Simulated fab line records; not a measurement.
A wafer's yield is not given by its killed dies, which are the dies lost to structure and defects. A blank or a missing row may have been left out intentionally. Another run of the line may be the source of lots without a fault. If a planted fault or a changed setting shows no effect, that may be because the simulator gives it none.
Chamber matching -- flow n5_finfet -- 4 sister chambers for N5_PMOS_HMC_CHANNEL_EPI_ETCH_38 on rie_si-06
The step etches SiO2 in CF4, target depth 1.5 nm. 4 wafers are shown with their chamber, then 8 later ones without.

== WAFERS, EACH WITH ITS CHAMBER ==
wafer,chamber,throttle_valve_pct (%)
L091.1,0,21.83
L091.2,2,21.88
L091.6,3,21.49
L092.1,1,22.30

== WAFERS MISSING THEIR CHAMBER ==
wafer,throttle_valve_pct (%)
L092.3,21.81
L092.4,21.89
L094.1,21.48
L094.2,21.91
L094.3,22.32
L097.1,21.49
L097.3,22.32
L097.5,21.89

== THE CHAMBER EACH PASSED THROUGH ==
wafer,from the rows above,in truth
L092.3,0,0
L092.4,2,2
L094.1,3,3
L094.2,2,2
L094.3,1,1
L097.1,3,3
L097.3,1,1
L097.5,2,2
Correctly placed: 8 of 8. Left unplaced by these rows: 0. Placed wrongly: 0.
How it was worked out, from the rows above alone: a wafer's distance from a chamber is the root of the sum, over the readings, of the square of ((its reading less the chamber's mean) divided by the reading's scatter). The wafer belongs to the nearest chamber; if the next one is less than 2 further off, it can't be placed. Each chamber's mean is taken over the wafers shown for it. The scatter: root of mean squared gap, hidden wafer to nearest shown wafer, with one shown wafer a chamber.
